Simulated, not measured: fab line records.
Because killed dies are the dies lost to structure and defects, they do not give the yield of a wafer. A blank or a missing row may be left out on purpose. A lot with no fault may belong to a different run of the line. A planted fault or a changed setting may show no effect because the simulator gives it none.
Matching of chambers || flow n5 finfet || N5_FIN_SAQP_DESCUM_21 on rie diel-04: 4 sister chambers
The step chemistry O2, time 7.9 s. 4 wafers are shown with their chamber, then 9 later ones without.

== EACH WAFER AND ITS CHAMBER ==
{"wafer": "L087.6", "chamber": 1, "showerhead plenum p Torr (Torr)": 2.10}
{"wafer": "L089.1", "chamber": 2, "showerhead plenum p Torr (Torr)": 2.15}
{"wafer": "L089.2", "chamber": 0, "showerhead plenum p Torr (Torr)": 1.99}
{"wafer": "L089.4", "chamber": 3, "showerhead plenum p Torr (Torr)": 2.17}

== WAFERS WITH NO CHAMBER GIVEN ==
{"wafer": "L093.2", "showerhead plenum p Torr (Torr)": 1.99}
{"wafer": "L093.4", "showerhead plenum p Torr (Torr)": 2.15}
{"wafer": "L093.6", "showerhead plenum p Torr (Torr)": 1.99}
{"wafer": "L095.2", "showerhead plenum p Torr (Torr)": 1.99}
{"wafer": "L095.4", "showerhead plenum p Torr (Torr)": 2.15}
{"wafer": "L095.6", "showerhead plenum p Torr (Torr)": 2.10}
{"wafer": "L096.1", "showerhead plenum p Torr (Torr)": 2.09}
{"wafer": "L096.2", "showerhead plenum p Torr (Torr)": 2.17}
{"wafer": "L096.6", "showerhead plenum p Torr (Torr)": 2.15}

== WHICH CHAMBER EACH WENT THROUGH ==
{"wafer": "L093.2", "from the rows above": 0, "in truth": 0}
{"wafer": "L093.4", "from the rows above": 2, "in truth": 2}
{"wafer": "L093.6", "from the rows above": 0, "in truth": 0}
{"wafer": "L095.2", "from the rows above": 0, "in truth": 0}
{"wafer": "L095.4", "from the rows above": 2, "in truth": 2}
{"wafer": "L095.6", "from the rows above": 1, "in truth": 1}
{"wafer": "L096.1", "from the rows above": 1, "in truth": 1}
{"wafer": "L096.2", "from the rows above": 3, "in truth": 3}
{"wafer": "L096.6", "from the rows above": 2, "in truth": 2}
Correctly placed: 9 of 9. Number that these rows cannot place: 0. Number placed wrongly: 0.
How it was worked out, from the rows above alone: a wafer's distance from a chamber is the root of the sum, over the readings, of the square of ((its reading less the chamber's mean) divided by the reading's scatter). If the next closest chamber is less than 2 further off than the closest, the wafer can't be placed; otherwise it belongs to the closest. For every chamber, the mean is computed from those of its wafers that are shown. The scatter (one wafer shown for each chamber): square how far every hidden wafer sits from the nearest shown wafer, average those squares and take the square root.
